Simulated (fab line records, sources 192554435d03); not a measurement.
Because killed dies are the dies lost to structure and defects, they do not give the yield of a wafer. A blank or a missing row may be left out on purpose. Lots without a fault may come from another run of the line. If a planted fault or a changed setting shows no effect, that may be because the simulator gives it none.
Chamber matching / flow n5-finfet / 4 sister chambers for N5_PMOS_HMC_CHANNEL_EPI_STRIP_33 on rie-diel-01
The step strips in N2/H2. 4 wafers are shown with their chamber, then 7 later ones without.

## WAFERS PAIRED WITH THEIR CHAMBERS
wafer=L083.5; chamber=2; drypump-motor-current-A (A)=6.1
wafer=L086.5; chamber=0; drypump-motor-current-A (A)=4.8
wafer=L092.1; chamber=1; drypump-motor-current-A (A)=5.2
wafer=L092.2; chamber=3; drypump-motor-current-A (A)=6.4

## WAFERS WITHOUT THEIR CHAMBER
wafer=L092.3; drypump-motor-current-A (A)=4.7
wafer=L095.2; drypump-motor-current-A (A)=6.1
wafer=L095.3; drypump-motor-current-A (A)=6.4
wafer=L095.4; drypump-motor-current-A (A)=4.7
wafer=L096.2; drypump-motor-current-A (A)=5.2
wafer=L096.4; drypump-motor-current-A (A)=6.4
wafer=L096.6; drypump-motor-current-A (A)=6.4

## WHICH CHAMBER EACH ONE RAN IN
wafer=L092.3; from the rows above=0; in truth=0
wafer=L095.2; from the rows above=2; in truth=2
wafer=L095.3; from the rows above=3; in truth=3
wafer=L095.4; from the rows above=0; in truth=0
wafer=L096.2; from the rows above=1; in truth=1
wafer=L096.4; from the rows above=3; in truth=3
wafer=L096.6; from the rows above=3; in truth=3
Placed correctly: 7 of 7. Not placeable from these rows: 0. Placed wrongly: 0.
How it was worked out, from the rows above alone: a wafer's distance from a chamber is the root of the sum, over the readings, of the square of ((its reading less the chamber's mean) divided by the reading's scatter). If the next closest chamber is less than 2 further off than the closest, the wafer can't be placed; otherwise it belongs to the closest. A chamber's mean is the mean of its shown wafers. The scatter: root of mean squared gap, hidden wafer to nearest shown wafer, with one shown wafer a chamber.
